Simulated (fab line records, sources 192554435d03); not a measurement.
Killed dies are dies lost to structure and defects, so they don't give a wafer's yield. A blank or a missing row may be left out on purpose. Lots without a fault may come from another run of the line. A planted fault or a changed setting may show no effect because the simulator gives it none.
Which tool did it? | flow n5_finfet | 22 lots, 66 wafers sampled, at 4 steps of a route of 1938

WHAT THE GAUGES READ, wafer by wafer
N5_HKMG_FIN_INSPECT_61: inspects for defects (macro). Usual: raw_defect_count 2.0, standard deviation 1.5.
lot  | measured    | on                | raw_defect_count | flag
L074 | day 4 03:52 | defect_inspect-02 | 4 1 1            |
L076 | day 4 16:31 | defect_inspect-02 | 4 0 1            |
L077 | day 4 23:58 | defect_inspect-01 | 2 1 2            |
L078 | day 5 03:35 | defect_inspect-01 | 3 1 1            |
L079 | day 5 07:18 | defect_inspect-01 | 1 2 0            |
L080 | day 5 10:52 | defect_inspect-02 | 2 1 1            |
L081 | day 5 21:11 | defect_inspect-01 | 2 0 3            |
L082 | day 6 02:46 | defect_inspect-01 | 0 0 5            |
L083 | day 6 09:56 | defect_inspect-02 | 4 4 6            |
L085 | day 7 01:52 | defect_inspect-02 | 2 3 1            |
L086 | day 7 06:00 | defect_inspect-02 | 2 5 0            |
L087 | day 7 10:39 | defect_inspect-01 | 1 1 0            |
L088 | day 7 13:43 | defect_inspect-01 | 1 5 1            |
L089 | day 7 17:20 | defect_inspect-02 | 0 0 4            |
L090 | day 7 22:33 | defect_inspect-01 | 1 0 2            |
L091 | day 8 04:31 | defect_inspect-02 | 3 2 1            |
L092 | day 8 17:01 | defect_inspect-02 | 1 1 4            |
L093 | day 8 19:45 | defect_inspect-02 | 4 1 3            |
L094 | day 9 01:13 | defect_inspect-02 | 2 1 2            |
L095 | day 9 12:18 | defect_inspect-02 | 1 1 4            |
L096 | day 9 17:35 | defect_inspect-02 | 3 7 2            |
L097 | day 9 18:26 | defect_inspect-02 | 1 2 0            |

WHICH TOOL RAN EACH LOT (tool, then ch and the chambers of the sampled wafers, then the start)
lot  | N5_SDB_ETCH_17                    | N5_SDB_ETCH_18                    | N5_SDB_STRIP_21
L074 | rie_diel-05 ch 0,1,3, day 3 22:20 | rie_diel-05 ch 0,1,3, day 3 22:22 | rie_diel-05 ch 0,1,3, day 3 22:31
L076 | rie_diel-05 ch 0,1,2, day 4 11:03 | rie_diel-05 ch 0,1,2, day 4 11:05 | rie_diel-05 ch 0,1,2, day 4 11:13
L077 | rie_diel-02 ch 0,1,3, day 4 17:59 | rie_diel-02 ch 0,1,3, day 4 18:01 | rie_diel-02 ch 0,1,3, day 4 18:09
L078 | rie_diel-02 ch 0,2, day 4 18:20   | rie_diel-02 ch 0,2, day 4 18:22   | rie_diel-02 ch 0,2, day 4 18:30
L079 | rie_diel-04 ch 1,3, day 5 00:48   | rie_diel-04 ch 1,3, day 5 00:50   | rie_diel-04 ch 1,3, day 5 00:59
L080 | rie_diel-02 ch 1,2,3, day 5 05:23 | rie_diel-02 ch 1,2,3, day 5 05:25 | rie_diel-02 ch 1,2,3, day 5 05:33
L081 | rie_diel-04 ch 0,2,3, day 5 15:23 | rie_diel-04 ch 0,2,3, day 5 15:25 | rie_diel-04 ch 0,2,3, day 5 15:33
L082 | rie_diel-05 ch 0,1,2, day 5 21:15 | rie_diel-05 ch 0,1,2, day 5 21:17 | rie_diel-05 ch 0,1,2, day 5 21:26
L083 | rie_diel-02 ch 0,2,3, day 6 04:01 | rie_diel-02 ch 0,2,3, day 6 04:02 | rie_diel-02 ch 0,2,3, day 6 04:11
L085 | rie_diel-02 ch 0,2,3, day 6 20:04 | rie_diel-02 ch 0,2,3, day 6 20:09 | rie_diel-02 ch 0,2,3, day 6 20:14
L086 | rie_diel-05 ch 2,3, day 7 00:11   | rie_diel-05 ch 2,3, day 7 00:13   | rie_diel-05 ch 2,3, day 7 00:22
L087 | rie_diel-05 ch 1,2,3, day 7 04:40 | rie_diel-05 ch 1,2,3, day 7 04:42 | rie_diel-05 ch 1,2,3, day 7 04:50
L088 | rie_diel-02 ch 0,2,3, day 7 08:05 | rie_diel-02 ch 0,2,3, day 7 08:07 | rie_diel-02 ch 0,2,3, day 7 08:15
L089 | rie_diel-02 ch 1,2,3, day 7 11:48 | rie_diel-02 ch 1,2,3, day 7 11:50 | rie_diel-02 ch 1,2,3, day 7 11:59
L090 | rie_diel-02 ch 1,2,3, day 7 16:49 | rie_diel-02 ch 1,2,3, day 7 16:52 | rie_diel-02 ch 1,2,3, day 7 16:59
L091 | rie_diel-02 ch 0,3, day 7 22:16   | rie_diel-02 ch 0,3, day 7 22:18   | rie_diel-02 ch 0,3, day 7 22:26
L092 | rie_diel-05 ch 1,2,3, day 8 11:19 | rie_diel-05 ch 1,2,3, day 8 11:21 | rie_diel-05 ch 1,2,3, day 8 11:29
L093 | rie_diel-04 ch 0,3, day 8 13:10   | rie_diel-04 ch 0,3, day 8 13:11   | rie_diel-04 ch 0,3, day 8 13:20
L094 | rie_diel-02 ch 1,2,3, day 8 19:30 | rie_diel-02 ch 1,2,3, day 8 19:32 | rie_diel-02 ch 1,2,3, day 8 19:41
L095 | rie_diel-05 ch 1,2, day 9 06:44   | rie_diel-05 ch 1,2, day 9 06:46   | rie_diel-05 ch 1,2, day 9 06:54
L096 | rie_diel-02 ch 0,1,3, day 9 11:38 | rie_diel-02 ch 0,1,3, day 9 11:40 | rie_diel-02 ch 0,1,3, day 9 11:49
L097 | rie_diel-05 ch 0,1,2, day 9 12:46 | rie_diel-05 ch 0,1,2, day 9 12:48 | rie_diel-05 ch 0,1,2, day 9 12:56
- N5_SDB_ETCH_17: etches SiARC in CF4, target depth 23.4 nm, time 39 s.
- N5_SDB_ETCH_18: etches SOC in N2/H2, target depth 100 nm, overetch 20 nm, time 150 s.
- N5_SDB_STRIP_21: strips in CF4.

WHAT THE TOOLS THEMSELVES READ (means of the sampled wafers that have a number; where no wafer has one, the mark that the record gives instead)
N5_SDB_ETCH_17. Usual: drypump_motor_current_A 5.8 A, standard deviation 0.43; etch_rf_on_time_s 39.8 s, standard deviation 1.6; oes_product_au 0.64 a.u., standard deviation 0.081; rf_vpp_V 183.8 V, standard deviation 1.2; showerhead_plenum_p_Torr 2.12 Torr, standard deviation 0.079; throttle_valve_pct 15.57 %, standard deviation 0.24.
lot  | tool        | drypump_motor_current_A (A) | etch_rf_on_time_s (s) | oes_product_au (a.u.) | rf_vpp_V (V) | showerhead_plenum_p_Torr (Torr) | throttle_valve_pct (%) | flag
L074 | rie_diel-05 | 5.6                         | 38.0                  | 0.63                  | 185.2        | 2.19                            | 15.80                  |
L076 | rie_diel-05 | 5.5                         | 40.0                  | 0.64                  | 184.5        | 2.14                            | 15.58                  |
L077 | rie_diel-02 | 6.2                         | 40.6                  | 0.59                  | 183.6        | 2.12                            | 15.44                  |
L078 | rie_diel-02 | 5.7                         | 38.8                  | 0.61                  | 183.8        | 2.10                            | 15.69                  |
L079 | rie_diel-04 | 5.9                         | 40.8                  | 0.58                  | 183.7        | 2.15                            | 15.52                  |
L080 | rie_diel-02 | 6.0                         | 41.1                  | 0.58                  | 184.4        | 2.14                            | 15.57                  |
L081 | rie_diel-04 | 5.7                         | 40.1                  | 0.64                  | 184.6        | 2.18                            | 15.67                  |
L082 | rie_diel-05 | 5.6                         | 39.5                  | 0.62                  | 183.8        | 2.14                            | 15.61                  |
L083 | rie_diel-02 | 6.1                         | 39.8                  | 0.60                  | 183.4        | 2.10                            | 15.55                  |
L085 | rie_diel-02 | 6.1                         | 39.9                  | 0.59                  | 182.7        | 2.10                            | 15.55                  |
L086 | rie_diel-05 | 5.5                         | 39.0                  | 0.70                  | 182.3        | 2.02                            | 15.56                  |
L087 | rie_diel-05 | 5.7                         | 38.8                  | 0.70                  | 183.8        | 2.11                            | 15.64                  |
L088 | rie_diel-02 | 6.1                         | 39.9                  | 0.59                  | 183.2        | 2.10                            | 15.58                  |
L089 | rie_diel-02 | 6.0                         | 40.5                  | 0.66                  | 184.4        | 2.14                            | 15.44                  |
L090 | rie_diel-02 | 6.0                         | 41.0                  | 0.66                  | 184.2        | 2.14                            | 15.44                  |
L091 | rie_diel-02 | 6.4                         | 40.6                  | 0.59                  | 183.0        | 2.09                            | 15.41                  |
L092 | rie_diel-05 | 5.7                         | 39.6                  | 0.68                  | 183.7        | 2.10                            | 15.68                  |
L093 | rie_diel-04 | 5.8                         | 39.1                  | 0.75                  | 185.8        | 2.22                            | 15.46                  |
L094 | rie_diel-02 | 6.0                         | 40.6                  | 0.64                  | 183.5        | 2.13                            | 15.46                  |
L095 | rie_diel-05 | 5.9                         | 40.2                  | 0.63                  | 184.0        | 2.14                            | 15.68                  |
L096 | rie_diel-02 | 6.2                         | 40.8                  | 0.64                  | 183.9        | 2.11                            | 15.35                  |
L097 | rie_diel-05 | 5.5                         | 39.0                  | 0.69                  | 183.7        | 2.13                            | 15.49                  |

N5_SDB_ETCH_18. Usual: drypump_motor_current_A 5.8 A, standard deviation 0.43; oes_product_au 0.68 a.u., standard deviation 0.08; rf_vpp_V 523.3 V, standard deviation 2.9; showerhead_plenum_p_Torr 2.53 Torr, standard deviation 0.1; throttle_valve_pct 17.86 %, standard deviation 0.23.
lot  | tool        | drypump_motor_current_A (A) | oes_product_au (a.u.) | rf_vpp_V (V) | showerhead_plenum_p_Torr (Torr) | throttle_valve_pct (%) | flag
L074 | rie_diel-05 | 5.6                         | 0.66                  | 525.5        | 2.60                            | 18.00                  |
L076 | rie_diel-05 | 5.6                         | 0.68                  | 523.3        | 2.54                            | 17.75                  |
L077 | rie_diel-02 | 6.2                         | 0.64                  | 523.4        | 2.54                            | 17.84                  |
L078 | rie_diel-02 | 5.8                         | 0.64                  | 523.3        | 2.51                            | 17.97                  |
L079 | rie_diel-04 | 5.9                         | 0.61                  | 524.5        | 2.53                            | 17.62                  |
L080 | rie_diel-02 | 6.0                         | 0.63                  | 524.2        | 2.57                            | 17.98                  |
L081 | rie_diel-04 | 5.7                         | 0.68                  | 525.3        | 2.58                            | 17.92                  |
L082 | rie_diel-05 | 5.6                         | 0.66                  | 522.3        | 2.53                            | 17.78                  |
L083 | rie_diel-02 | 6.1                         | 0.63                  | 522.0        | 2.50                            | 17.87                  |
L085 | rie_diel-02 | 6.1                         | 0.63                  | 522.5        | 2.50                            | 17.88                  |
L086 | rie_diel-05 | 5.5                         | 0.73                  | 519.9        | 2.39                            | 17.81                  |
L087 | rie_diel-05 | 5.7                         | 0.73                  | 522.9        | 2.49                            | 17.84                  |
L088 | rie_diel-02 | 6.1                         | 0.63                  | 522.3        | 2.50                            | 17.89                  |
L089 | rie_diel-02 | 6.0                         | 0.72                  | 524.0        | 2.56                            | 17.86                  |
L090 | rie_diel-02 | 6.0                         | 0.70                  | 523.9        | 2.56                            | 17.85                  |
L091 | rie_diel-02 | 6.4                         | 0.63                  | 522.6        | 2.50                            | 17.79                  |
L092 | rie_diel-05 | 5.7                         | 0.72                  | 522.2        | 2.49                            | 17.87                  |
L093 | rie_diel-04 | 5.8                         | 0.79                  | 526.5        | 2.64                            | 17.69                  |
L094 | rie_diel-02 | 6.0                         | 0.69                  | 523.7        | 2.55                            | 17.89                  |
L095 | rie_diel-05 | 5.9                         | 0.67                  | 523.8        | 2.53                            | 17.82                  |
L096 | rie_diel-02 | 6.2                         | 0.69                  | 522.9        | 2.52                            | 17.76                  |
L097 | rie_diel-05 | 5.6                         | 0.71                  | 523.4        | 2.52                            | 17.65                  |

N5_SDB_STRIP_21. Usual: drypump_motor_current_A 5.8 A, standard deviation 0.43; oes_product_au 0.75 a.u., standard deviation 0.088; rf_vpp_V 270.7 V, standard deviation 1.7; showerhead_plenum_p_Torr 1.78 Torr, standard deviation 0.068; throttle_valve_pct 13.55 %, standard deviation 0.26.
lot  | tool        | drypump_motor_current_A (A) | oes_product_au (a.u.) | rf_vpp_V (V) | showerhead_plenum_p_Torr (Torr) | throttle_valve_pct (%) | flag
L074 | rie_diel-05 | 5.6                         | 0.72                  | 272.6        | 1.83                            | 13.78                  |
L076 | rie_diel-05 | 5.6                         | 0.75                  | 271.5        | 1.80                            | 13.57                  |
L077 | rie_diel-02 | 6.2                         | 0.70                  | 271.6        | 1.77                            | 13.41                  |
L078 | rie_diel-02 | 5.8                         | 0.70                  | 269.8        | 1.76                            | 13.69                  |
L079 | rie_diel-04 | 5.9                         | 0.68                  | 270.7        | 1.80                            | 13.54                  |
L080 | rie_diel-02 | 6.0                         | 0.70                  | 271.7        | 1.79                            | 13.57                  |
L081 | rie_diel-04 | 5.7                         | 0.75                  | 271.8        | 1.83                            | 13.67                  |
L082 | rie_diel-05 | 5.6                         | 0.73                  | 271.4        | 1.79                            | 13.61                  |
L083 | rie_diel-02 | 6.1                         | 0.70                  | 270.0        | 1.75                            | 13.53                  |
L085 | rie_diel-02 | 6.1                         | 0.70                  | 270.1        | 1.75                            | 13.53                  |
L086 | rie_diel-05 | 5.5                         | 0.80                  | 268.5        | 1.70                            | 13.56                  |
L087 | rie_diel-05 | 5.7                         | 0.81                  | 270.3        | 1.77                            | 13.62                  |
L088 | rie_diel-02 | 6.1                         | 0.69                  | 269.9        | 1.75                            | 13.55                  |
L089 | rie_diel-02 | 6.0                         | 0.79                  | 271.0        | 1.78                            | 13.41                  |
L090 | rie_diel-02 | 6.0                         | 0.78                  | 271.2        | 1.78                            | 13.42                  |
L091 | rie_diel-02 | 6.4                         | 0.69                  | 270.2        | 1.73                            | 13.36                  |
L092 | rie_diel-05 | 5.7                         | 0.80                  | 270.3        | 1.77                            | 13.64                  |
L093 | rie_diel-04 | 5.7                         | 0.88                  | 271.8        | 1.87                            | 13.45                  |
L094 | rie_diel-02 | 6.0                         | 0.77                  | 270.7        | 1.78                            | 13.42                  |
L095 | rie_diel-05 | 5.9                         | 0.74                  | 270.3        | 1.80                            | 13.70                  |
L096 | rie_diel-02 | 6.2                         | 0.76                  | 270.1        | 1.76                            | 13.31                  |
L097 | rie_diel-05 | 5.5                         | 0.79                  | 270.6        | 1.78                            | 13.48                  |

THE ANSWER, worked out from the rows above alone
Rule: a lot is off if the mean of its wafers that have a number lies more than 3 standard deviations from the usual mean. A lot without any number at a reading at which 4 lots or more have one is off too. The other lots that the step has rows for count as sound. The gauges are gone through in route order, then the tools' own readings, and for those a lot's mean is taken as printed above. The first step at which some lot is off is used, and at that step the reading that is off furthest; a lot without a number counts as furthest.
No lot is off at any reading shown: from this, nothing can be told.

WHAT THE SIMULATOR HAD PUT IN
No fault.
